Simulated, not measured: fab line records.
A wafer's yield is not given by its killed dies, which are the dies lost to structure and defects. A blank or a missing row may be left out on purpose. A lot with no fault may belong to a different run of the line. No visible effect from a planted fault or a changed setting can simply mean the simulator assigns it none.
fab line records	flow nandHarc
record: lots: 5	wafers: 15	lastDay: 34
route steps=1302 shown A_CONTACT@1032 END@1302
lots that met no fault: from a run of the same line without faults
startH: hours from the record's first day to the start of the lot's first wafer shown	waitH: hours elapsed since this lot's preceding step	" same as the row above	L1.1+2: a row that stands for several wafers	- no value present, or no start provided	* or withheld: withheld	< > ~ a bound
route shown NAME@n: a module of which the file shows steps, and the number in the route of the first	usual: mean/standard deviation of fault-free wafers	same: alike in all rows	chamber/n: place in a boat	sites: the reading at each site	_std_site: standard deviation across them	_edge_site: inner sites' mean taken away from outer sites' mean	radiusMm: how far each site lies from the wafer's centre	mask NAME#n: copy n	behind: tool/chamber where the wafer was last shaped	hold: why the lot went on hold/how many hours it stayed there/how the hold came to an end	device: which transistor (n, p or np) failed to switch	end of line: tests run on the same wafers once the route is complete	a step with no rows: only its recipe	killed: at the first sort, the dies lost to defects and structure; wafer yield is something else	map: per-die view of a wafer (x killed, . not killed, _ where there is no die)
set.NAME: setting as actually run; set.NAME@STEP: the setting as run at that earlier step	model.NAME: the simulator's own value behind a step, which no gauge read
lots at some steps of the route; a table a step, a row a wafer
services: from which hour (startH, from the record's first day; less than 0 if before it) a tool's chamber was out of use, for how many hours, and why
== steps ==
step: NHARC_A_CONTACT_COAT_62
recipe: tempC: 225	timeS: 65
step: NHARC_A_CONTACT_COAT_63
recipe: spinRpm: 1500	resistThkNm: 90
step: NHARC_A_CONTACT_SOFTBAKE_64
recipe: tempC: 105	timeS: 55
step: NHARC_A_CONTACT_EBR_65
step: NHARC_A_CONTACT_EXPOSE_66
recipe: na: 1.35	sigmaOuter: 0.8	doseMj: 59.02	maskId: A_CC_2
step: NHARC_A_CONTACT_PEB_67
recipe: pebTempC: 100	pebTimeS: 65
step: NHARC_A_CONTACT_DEVELOP_68
recipe: developTimeS: 35	devTempC: 23
step: NHARC_A_CONTACT_CD_MEAS_69
recipe: targetCdNm: 300	landingEnergyEv: 500
usual: cdNm: 299.9/0.51
lot.wafer	tool	chamber	startH	waitH	cdNm
L592.1	cdSem-02	0	538.10	-	299.8
L592.4	"	0	"	"	299.7
L592.5	"	0	"	"	299.0
L596.1	cdSem-02	0	583.23	-	299.9
L596.3	"	0	"	"	301.1
L596.4	"	0	"	"	300.4
L601.1	cdSem-03	0	616.92	-	299.9
L601.2	"	0	"	"	300.0
L601.4	"	0	"	"	299.7
L604.3	cdSem-01	0	662.25	-	300.3
L604.4	"	0	"	"	300.4
L604.5	"	0	"	"	300.6
L611.1	cdSem-02	0	734.73	-	299.2
L611.3	"	0	"	"	299.8
L611.4	"	0	"	"	299.9
step: NHARC_A_CONTACT_OVL_MEAS_70
usual: overlayXNm: 0.1/1	overlayYNm: 0.1/0.67
lot.wafer	tool	chamber	startH	waitH	overlayXNm	overlayYNm
L592.1	overlay-02	-	538.19	-	0.9	0.0
L592.4	"	-	"	"	0.6	0.1
L592.5	"	-	"	"	1.5	0.1
L596.1	overlay-02	-	583.31	-	0.8	-0.5
L596.3	"	-	"	"	1.4	-0.6
L596.4	"	-	"	"	0.8	-0.5
L601.1	overlay-02	-	617.01	-	0.7	-1.2
L601.2	"	-	"	"	0.3	-1.1
L601.4	"	-	"	"	0.7	-0.6
L604.3	overlay-01	-	662.33	-	-0.3	0.1
L604.4	"	-	"	"	-0.4	0.0
L604.5	"	-	"	"	-0.6	0.3
L611.1	overlay-01	-	734.82	-	-0.5	-0.1
L611.3	"	-	"	"	-1.1	0.2
L611.4	"	-	"	"	-0.9	-0.2
step: NHARC_A_CONTACT_INSPECT_71
usual: rawDefectCount: 90/30
lot.wafer	tool	chamber	startH	waitH	rawDefectCount
L592.1	defectInspect-02	-	538.22	0.0	115
L592.4	"	-	"	"	105
L592.5	"	-	"	"	100
L596.1	defectInspect-01	-	583.35	0.0	82
L596.3	"	-	"	"	89
L596.4	"	-	"	"	75
L601.1	defectInspect-01	-	617.05	0.0	85
L601.2	"	-	"	"	87
L601.4	"	-	"	"	81
L604.3	defectInspect-01	-	662.37	0.0	56
L604.4	"	-	"	"	65
L604.5	"	-	"	"	60
L611.1	defectInspect-02	-	734.85	0.0	97
L611.3	"	-	"	"	93
L611.4	"	-	"	"	90
step: NHARC_A_CONTACT_DESCUM_74
recipe: timeS: 3	o2FlowSccm: 200	arFlowSccm: 0	biasPowerW: 0	chemistry: O2
usual: drypumpMotorCurrentA: 5.5/0.39	o2FlowSccm: 200.0/0.56	oesProductAu: 1.002/0.01	rfVppV: 57.8/0.83	showerheadPlenumPTorr: 1.93/0.093	throttleValvePct: 11.311/0.0084
lot.wafer	tool	chamber	startH	waitH	drypumpMotorCurrentA	o2FlowSccm	oesProductAu	rfHoursCounterH	rfVppV	showerheadPlenumPTorr	throttleValvePct
L592.1	rieDiel-02	1	538.34	0.1	5.0	199.6	1.026	25	57.3	1.97	11.305
L592.4	"	1	"	"	5.0	200.1	1.015	-	59.5	1.97	11.314
L592.5	"	3	"	"	6.1	200.2	1.003	-	58.2	1.99	11.323
L596.1	rieDiel-02	1	583.41	0.1	5.0	200.4	1.017	0	57.7	1.97	11.313
L596.3	"	0	"	"	5.6	199.8	1.009	0	58.7	1.98	11.295
L596.4	"	2	"	"	5.3	200.6	1.003	-	57.7	1.77	11.305
L601.2	rieDiel-02	2	617.11	0.1	5.3	199.4	0.998	9	57.6	1.77	11.319
L601.1	"	3	"	"	6.1	200.6	1.000	6	57.7	1.98	11.315
L601.4	"	1	"	"	5.0	199.9	1.019	8	56.5	1.97	11.314
L604.4	rieDiel-11	2	662.43	0.1	5.8	199.8	1.002	10	58.0	2.00	11.294
L604.3	"	1	"	"	5.7	199.7	1.002	11	56.1	1.82	11.321
L604.5	"	2	"	"	5.8	199.4	1.002	-	57.4	2.00	11.304
L611.1	rieDiel-02	0	734.92	0.1	5.7	199.8	1.002	28	58.7	1.97	11.327
L611.4	"	1	"	"	5.0	200.2	1.000	27	58.8	1.96	11.305
L611.3	"	2	"	"	5.3	200.6	0.997	29	57.6	1.77	11.302
step: NHARC_A_CONTACT_ETCH_75
recipe: targetDepthA: 390	overEtchFrac: 0.3	timeS: 65	ionEnergyEv: 80	cf4FlowSccm: 150	arFlowSccm: 0	rfW: 300	biasW: 100	chemistry: CF4
usual: drypumpMotorCurrentA: 5.5/0.4	oesProductAu: 1.001/0.011	rfVppV: 151.5/1.2	showerheadPlenumPTorr: 1.79/0.08	throttleValvePct: 13.284/0.0099
same: overEtchFrac: 0.3
lot.wafer	tool	chamber	startH	waitH	drypumpMotorCurrentA	oesProductAu	rfHoursCounterH	rfVppV	showerheadPlenumPTorr	throttleValvePct
L592.1	rieDiel-02	3	538.43	0.1	6.1	0.996	24	151.7	1.83	13.293
L592.4	"	0	"	"	5.7	0.985	-	151.9	1.83	13.290
L592.5	"	1	"	"	5.0	1.016	-	151.3	1.82	13.295
L596.1	rieDiel-02	0	583.51	0.1	5.7	1.004	0	152.7	1.83	13.284
L596.3	"	2	"	"	5.3	1.007	0	149.1	1.65	13.304
L596.4	"	2	"	"	5.3	0.996	-	151.0	1.65	13.294
L601.2	rieDiel-02	3	617.19	0.1	6.0	0.996	6	152.0	1.83	13.285
L601.4	"	0	"	"	5.7	1.006	9	152.3	1.82	13.279
L601.1	"	2	"	"	5.3	1.013	9	150.1	1.65	13.269
L604.3	rieDiel-11	0	662.52	0.1	5.7	1.016	11	152.2	1.89	13.288
L604.4	"	1	"	"	5.7	1.006	11	150.4	1.69	13.297
L604.5	"	0	"	"	5.7	1.016	-	154.3	1.89	13.271
L611.3	rieDiel-02	2	735.00	0.1	5.3	1.000	29	148.5	1.64	13.282
L611.1	"	0	"	"	5.7	1.001	28	152.7	1.82	13.291
L611.4	"	1	"	"	5.0	1.000	27	151.5	1.81	13.281
step: NHARC_A_CONTACT_ETCH_76
recipe: targetDepthA: 2600	overEtchFrac: 0.3	timeS: 475.3	ionEnergyEv: 200	n2FlowSccm: 150	h2FlowSccm: 150	arFlowSccm: 0	rfW: 400	biasW: 150	chemistry: N2/H2
usual: drypumpMotorCurrentA: 5.5/0.39	n2FlowSccm: 150.0/0.47	oesProductAu: 1.002/0.01	rfVppV: 431.0/3	showerheadPlenumPTorr: 2.06/0.1	throttleValvePct: 14.171/0.0087
same: overEtchFrac: 0.3
lot.wafer	tool	chamber	startH	waitH	drypumpMotorCurrentA	n2FlowSccm	oesProductAu	rfHoursCounterH	rfVppV	showerheadPlenumPTorr	throttleValvePct
L592.1	rieDiel-02	1	538.57	-	5.0	150.3	1.018	25	432.1	2.10	14.168
L592.4	"	3	"	"	6.1	150.4	0.998	24	433.1	2.12	14.180
L592.5	"	0	"	"	5.7	148.9	0.990	-	432.1	2.11	14.185
L596.3	rieDiel-02	0	583.62	-	5.7	149.9	1.000	0	431.7	2.11	14.171
L596.1	"	1	"	"	5.0	150.6	1.021	0	431.8	2.10	14.178
L596.4	"	0	"	"	5.6	149.4	0.992	-	432.5	2.11	14.148
L601.2	rieDiel-02	3	617.29	-	6.1	150.3	0.989	6	432.5	2.12	14.170
L601.4	"	0	"	"	5.7	150.4	0.794	9	432.0	2.11	14.162
L601.1	"	1	"	"	5.0	149.5	1.007	8	432.8	2.10	14.167
L604.3	rieDiel-11	2	662.60	-	5.8	149.7	1.003	10	433.4	2.13	14.174
L604.4	"	0	"	"	5.7	150.8	1.003	12	434.4	2.20	14.186
L604.5	"	2	"	"	5.8	150.9	1.002	-	432.7	2.13	14.163
L611.4	rieDiel-02	1	735.13	-	5.0	150.3	1.009	27	431.9	2.09	14.178
L611.1	"	2	"	"	5.3	149.8	0.996	29	425.4	1.88	14.171
L611.3	"	3	"	"	6.0	149.8	0.986	26	432.5	2.11	14.167
step: NHARC_A_CONTACT_ETCH_77
recipe: targetDepthA: 1089	timeS: 54.5	cf4FlowSccm: 100	chf3FlowSccm: 30	arFlowSccm: 0	rfW: 500	biasW: 200	chemistry: CF4/CHF3
usual: drypumpMotorCurrentA: 5.5/0.38	oesProductAu: 0.942/0.023	rfVppV: 371.1/2.7	showerheadPlenumPTorr: 1.59/0.075	throttleValvePct: 16.802/0.0091
lot.wafer	tool	chamber	startH	waitH	drypumpMotorCurrentA	oesProductAu	rfHoursCounterH	rfVppV	showerheadPlenumPTorr	throttleValvePct
L592.1	rieDiel-02	2	-	-	5.3	0.925	24	369.1	1.47	16.799
L592.4	"	1	"	"	5.0	0.934	25	371.7	1.62	16.793
L592.5	"	2	"	"	5.3	0.915	-	366.8	1.47	16.810
L596.1	rieDiel-02	0	-	-	5.7	0.975	0	372.6	1.62	16.820
L596.3	"	1	"	"	5.0	0.973	0	370.8	1.62	16.806
L596.4	"	0	"	"	5.7	0.981	-	372.3	1.62	16.804
L601.4	rieDiel-02	3	-	-	6.1	0.915	6	373.0	1.63	16.788
L601.1	"	1	"	"	5.0	0.932	9	371.9	1.62	16.789
L601.2	"	2	"	"	5.3	0.928	9	366.7	1.46	16.804
L604.3	rieDiel-11	1	-	-	5.7	0.962	11	368.3	1.50	16.806
L604.4	"	3	"	"	5.1	0.961	11	374.2	1.65	16.805
L604.5	"	0	"	"	5.7	0.988	-	374.7	1.68	16.794
L611.4	rieDiel-02	0	-	-	5.7	0.926	28	372.7	1.62	16.808
L611.3	"	1	"	"	5.0	0.925	28	372.0	1.61	16.806
L611.1	"	3	"	"	6.1	0.915	26	372.1	1.62	16.787
step: NHARC_END_SORT_01
recipe: tempC: 25
usual: killedAtArray: 52/17	killedAtOther: 0.9/1.2	killedAtPeriphery: 3.9/2.7	killedDies: 57/16	killedOpen: 3.3/1.9	killedShort: 2.5/1.5
same: grossDies: 677
lot.wafer	tool	chamber	startH	waitH	killedAtArray	killedAtOther	killedAtPeriphery	killedDies	killedOpen	killedShort
L601.4	prober-01	0	679.94	3.4	669	2	6	677	2	0
killed by level:class
L601.4 A_CONTACT:areaEtch=604 A_CHANNEL_HOLE_D1:chamberFilmFlake=32 A_CHANNEL_HOLE_D2:chamberFilmFlake=18 A_SLIT:chamberFilmFlake=8 A_CONTACT:chamberFilmFlake=3 P_STI:chamberFilmFlake=2 P_M1:chamberFilmFlake=2 THIN_TSV:chamberFilmFlake=2
map L601.4 (x killed, . not)
____________x____________
_________xxxxxxx_________
_______xxxxxxxxxxx_______
______xxxxxxxxxxxxx______
_____xxxxxxxxxxxxxxx_____
____xxxxxxxxxxxxxxxxx____
____xxxxxxxxxxxxxxxxx____
___xxxxxxxxxxxxxxxxxxx___
___xxxxxxxxxxxxxxxxxxx___
__xxxxxxxxxxxxxxxxxxxxx__
__xxxxxxxxxxxxxxxxxxxxx__
_xxxxxxxxxxxxxxxxxxxxxxx_
_xxxxxxxxxxxxxxxxxxxxxxx_
_xxxxxxxxxxxxxxxxxxxxxxx_
_xxxxxxxxxxxxxxxxxxxxxxx_
_xxxxxxxxxxxxxxxxxxxxxxx_
xxxxxxxxxxxxxxxxxxxxxxxxx
xxxxxxxxxxxxxxxxxxxxxxxxx
xxxxxxxxxxxxxxxxxxxxxxxxx
xxxxxxxxxxxxxxxxxxxxxxxxx
xxxxxxxxxxxxxxxxxxxxxxxxx
_xxxxxxxxxxxxxxxxxxxxxxx_
_xxxxxxxxxxxxxxxxxxxxxxx_
_xxxxxxxxxxxxxxxxxxxxxxx_
_xxxxxxxxxxxxxxxxxxxxxxx_
_xxxxxxxxxxxxxxxxxxxxxxx_
__xxxxxxxxxxxxxxxxxxxxx__
__xxxxxxxxxxxxxxxxxxxxx__
___xxxxxxxxxxxxxxxxxxx___
___xxxxxxxxxxxxxxxxxxx___
____xxxxxxxxxxxxxxxxx____
____xxxxxxxxxxxxxxxxx____
_____xxxxxxxxxxxxxxx_____
______xxxxxxxxxxxxx______
_______xxxxxxxxxxx_______
_________xxxxxxx_________
____________x____________
map L592.5 (x killed, . not)
____________x____________
_________x...xxx_________
_______.......xxxx_______
______..........xx.______
_____............x.x_____
____.................____
____.................____
___................x..___
___...x.......x.....x.___
__.................x...__
__.....................__
_......................._
_........x.............._
_......................._
_..........x............_
_...x..................._
.........................
.....x...................
...x.......x.x...........
.............x.x.........
..............xx.x.......
_....x.......xxx........_
_............xx..x......_
_............xxxx......._
_...........xxxxxx......_
_..........xxxxx........_
__............x........__
__.......x.....xxxx....__
___...........xxx.....___
___.....x.....x..xx...___
____...........x.....____
____..........x......____
_____..............._____
______.............______
_______..........._______
_________......._________
____________.____________
== services ==
tool	chamber	startH	hours	kind
rieDiel-02	0	525.49	-	clean
rieDiel-02	1	525.49	-	clean
rieDiel-02	2	525.49	-	clean
rieDiel-02	3	525.49	-	clean
rieDiel-02	0	549.99	-	clean
rieDiel-02	1	549.99	-	clean
rieDiel-02	2	549.99	-	clean
rieDiel-02	3	549.99	-	clean
rieDiel-02	3	551.85	5.3	repair
rieDiel-11	1	555.45	7.7	repair
rieDiel-02	-	557.88	4.4	repair
rieDiel-11	0	560.67	3.8	repair
rieDiel-02	-	570.94	9.0	pm
rieDiel-02	0	570.94	9.0	ventCycle
rieDiel-02	1	570.94	9.0	ventCycle
rieDiel-02	2	570.94	9.0	ventCycle
rieDiel-02	3	570.94	17.7	ventCycle
rieDiel-02	0	579.94	-	clean
rieDiel-02	1	579.94	-	clean
rieDiel-02	2	579.94	-	clean
rieDiel-02	0	605.06	-	clean
rieDiel-02	1	605.06	-	clean
rieDiel-02	2	605.06	-	clean
rieDiel-11	-	613.41	9.0	pm
== key ==
firstSign: step: NHARC_A_CONTACT_ETCH_76	reading: oesProductAu	direction: down	sigmas: 21	usual: 1.002	struck: 0.794
effect: step: NHARC_END_SORT_01	reading: killedDies	direction: up	sigmas: 38	usual: 57	struck: 677
moreKillsBornAt: NHARC_A_CONTACT_ETCH_76@rieDiel-02: 604
metAt NHARC_A_CONTACT_ETCH_76
struckWafers L601.4
laterRowsLeftOut L601.4
testerLeftOut L601
onsetBetween 583.62 617.29
fault: kind: processParameterDrift	tool: rieDiel-02	chamber: 0	onsetH: 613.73	steps: NHARC_A_CONTACT_ETCH_76	channel: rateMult	offset: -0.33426	shape: step	endH: 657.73
testerLeftOut: of these lots the tester's yield and bins aren't shown, on N5 and GAA mostly nor the transistor test; their killed dies are dies lost to structure and defects alone, not to doping, threshold or leakage, so they don't give the yield
laterRowsLeftOut: the simulator's readings of these wafers behind a module that went badly wrong aren't trusted and aren't shown, but for the sort
